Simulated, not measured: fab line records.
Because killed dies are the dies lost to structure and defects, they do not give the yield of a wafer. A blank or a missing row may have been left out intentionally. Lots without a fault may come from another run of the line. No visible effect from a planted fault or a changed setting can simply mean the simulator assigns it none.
Chamber matching ; flow nandHarc ; 4 sister chambers for NHARC_P_GATE_ALD_36 on aldSin-01
The step deposits SiNx, target thk 20 nm, pulse time 60 s, ald cycles 223. 4 wafers are shown with their chamber, then 8 later ones without.

WAFERS WITH THEIR CHAMBER
wafer;chamber;heaterPowerW (W)
L079.6;0;959
L085.6;2;1008
L089.6;3;865
L091.4;1;800

WAFERS WITH NO CHAMBER GIVEN
wafer;heaterPowerW (W)
L091.1;898
L091.3;842
L093.4;978
L093.2;792
L093.6;974
L097.1;912
L097.4;958
L097.5;921

EACH ONE'S CHAMBER
wafer;from the rows above;in truth
L091.1;can't be placed: 3 or 0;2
L091.3;can't be placed: 3 or 1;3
L093.4;can't be placed: 0 or 2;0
L093.2;1;1
L093.6;can't be placed: 0 or 2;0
L097.1;can't be placed: 0 or 3 or 2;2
L097.4;can't be placed: 0 or 2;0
L097.5;can't be placed: 0 or 3 or 2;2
1 of 8 placed correctly. Unplaceable from these rows: 7, with the true chamber sitting among the candidates in 6. Placed wrongly: 0.
How it was worked out, from the rows above alone: a wafer's distance from a chamber is the root of the sum, over the readings, of the square of ((its reading less the chamber's mean) divided by the reading's scatter). The wafer belongs to the nearest chamber; if the next one is less than 2 further off, it can't be placed. For every chamber, the mean is computed from those of its wafers that are shown. The scatter (one wafer shown for each chamber): square how far every hidden wafer sits from the nearest shown wafer, average those squares and take the square root.
